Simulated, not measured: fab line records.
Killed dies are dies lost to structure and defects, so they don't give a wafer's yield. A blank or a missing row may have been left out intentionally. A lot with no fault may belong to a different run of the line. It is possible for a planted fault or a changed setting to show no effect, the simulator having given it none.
Matching of chambers || flow n5_finfet || 4 sister chambers for N5_BEOL_M8_ETCH_61 on rie_diel-03
The step etches SiARC in CF4, target depth 45.5 nm, time 75.8 s. 4 wafers are shown with their chamber, then 10 later ones without.

== WAFERS WITH THEIR CHAMBER ==
{"wafer": "L078.2", "chamber": 1, "showerhead_plenum_p_Torr (Torr)": 2.16}
{"wafer": "L085.1", "chamber": 0, "showerhead_plenum_p_Torr (Torr)": 2.11}
{"wafer": "L086.1", "chamber": 3, "showerhead_plenum_p_Torr (Torr)": 2.26}
{"wafer": "L086.3", "chamber": 2, "showerhead_plenum_p_Torr (Torr)": 2.14}

== WAFERS WITHOUT THEIR CHAMBER ==
{"wafer": "L086.5", "showerhead_plenum_p_Torr (Torr)": 2.11}
{"wafer": "L093.1", "showerhead_plenum_p_Torr (Torr)": 2.15}
{"wafer": "L093.3", "showerhead_plenum_p_Torr (Torr)": 2.11}
{"wafer": "L093.6", "showerhead_plenum_p_Torr (Torr)": 2.15}
{"wafer": "L096.1", "showerhead_plenum_p_Torr (Torr)": 2.15}
{"wafer": "L096.3", "showerhead_plenum_p_Torr (Torr)": 2.11}
{"wafer": "L096.5", "showerhead_plenum_p_Torr (Torr)": 2.15}
{"wafer": "L097.1", "showerhead_plenum_p_Torr (Torr)": 2.13}
{"wafer": "L097.3", "showerhead_plenum_p_Torr (Torr)": 2.26}
{"wafer": "L097.5", "showerhead_plenum_p_Torr (Torr)": 2.15}

== WHICH CHAMBER EACH WENT THROUGH ==
{"wafer": "L086.5", "from the rows above": 0, "in truth": 0}
{"wafer": "L093.1", "from the rows above": "can't be placed: 2 or 1", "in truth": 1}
{"wafer": "L093.3", "from the rows above": 0, "in truth": 0}
{"wafer": "L093.6", "from the rows above": "can't be placed: 2 or 1", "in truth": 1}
{"wafer": "L096.1", "from the rows above": "can't be placed: 2 or 1", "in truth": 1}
{"wafer": "L096.3", "from the rows above": 0, "in truth": 0}
{"wafer": "L096.5", "from the rows above": "can't be placed: 2 or 1", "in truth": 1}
{"wafer": "L097.1", "from the rows above": "can't be placed: 2 or 0", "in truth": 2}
{"wafer": "L097.3", "from the rows above": 3, "in truth": 3}
{"wafer": "L097.5", "from the rows above": "can't be placed: 2 or 1", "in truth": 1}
Correct placement for 4 of the 10. From these rows, 6 cannot be placed; in 6 the true chamber is one of the candidates. 0 placed wrongly.
How it was worked out, from the rows above alone: a wafer's distance from a chamber is the root of the sum, over the readings, of the square of ((its reading less the chamber's mean) divided by the reading's scatter). If the next closest chamber is less than 2 further off than the closest, the wafer can't be placed; otherwise it belongs to the closest. The mean given for a chamber averages the wafers shown for that chamber. The scatter: with one shown wafer a chamber, the root of the mean of the squares of how far each hidden wafer lies from its nearest shown one.
